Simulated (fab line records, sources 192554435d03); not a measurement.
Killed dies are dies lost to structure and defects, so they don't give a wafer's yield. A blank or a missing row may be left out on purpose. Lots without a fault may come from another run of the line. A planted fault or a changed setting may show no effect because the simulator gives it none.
One fault seen from 2 desks | flow n5_finfet | each desk has only its own numbers; what lay behind them comes last

THE DEFECT DESK
What the inspections along the route counted, lot by lot: means of the sampled wafers that have a number. A lot is out of limits, marked OUT, if its mean lies more than 4 standard deviations from the usual mean; the brackets give that distance.
Columns: A = raw_defect_count at N5_DUMMY_GATE_INSPECT_27, usual 310
lot  | first seen here | A
L970 | day 3 11:11     | 249
L971 | day 3 16:31     | 259
L973 | day 4 09:52     | 288
L974 | day 4 13:16     | 294
L975 | day 4 19:18     | 414
L976 | day 4 22:15     | 359
L978 | day 5 13:07     | 293
L987 | day 7 17:47     | 312
L988 | day 7 22:46     | 366
L989 | day 8 07:02     | 314
L990 | day 8 11:59     | 300
This desk's finding: nothing out of limits on any of the 11 lots.

THE TOOL OWNER'S DESK: rie_si-02
The tool's own readings at N5_DUMMY_GATE_ETCH_32 (etches SiO2 in CF4, target depth 3.5 nm, time 3.9 s): means of the sampled wafers that have a number, for each lot that ran on this tool. A lot is out of limits, marked OUT, if its mean lies more than 4 standard deviations from the usual mean; the brackets give that distance.
Columns: A = drypump_motor_current_A at N5_DUMMY_GATE_ETCH_32, usual 5.9 A; B = oes_product_au at N5_DUMMY_GATE_ETCH_32, usual 1.011 a.u.; C = throttle_valve_pct at N5_DUMMY_GATE_ETCH_32, usual 21.62 %
lot  | first seen here | A   | B                | C
L971 | day 3 16:02     | 5.7 | 1.011            | 21.53
L973 | day 4 09:23     | 6.0 | 1.011            | 21.57
L975 | day 4 18:49     | 5.9 | 0.850 (-9.0) OUT | 21.40
L976 | day 4 21:46     | 5.7 | 0.842 (-9.4) OUT | 21.35
L978 | day 5 12:37     | 5.7 | 0.846 (-9.2) OUT | 21.44
L987 | day 7 17:18     | 5.7 | 1.008            | 21.52
L988 | day 7 22:17     | 5.7 | 1.008            | 21.53
This desk's finding: out of limits on L975, L976, L978; first on L975, day 4 18:49 (oes_product_au at N5_DUMMY_GATE_ETCH_32). In limits: L971, L973, L987, L988.

PUT TOGETHER
The tool owner's desk could have raised an alarm at day 4 18:49, on L975, L976, L978.
The defect desk saw nothing out of limits.
The defect desk has L975, L976, L978 on record, within its limits.
Of the lots named, all ran N5_DUMMY_GATE_ETCH_32 on rie_si-02.

WHAT THE SIMULATOR HAD PUT IN
Process parameter drift: rie_si-02, from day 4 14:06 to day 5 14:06, at N5_DUMMY_GATE_ETCH_32. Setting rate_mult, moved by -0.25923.
Lots struck among those shown: L975, L976, L978.
Hours from the fault's start to each desk's first reading out of limits: the tool owner's desk, 5.
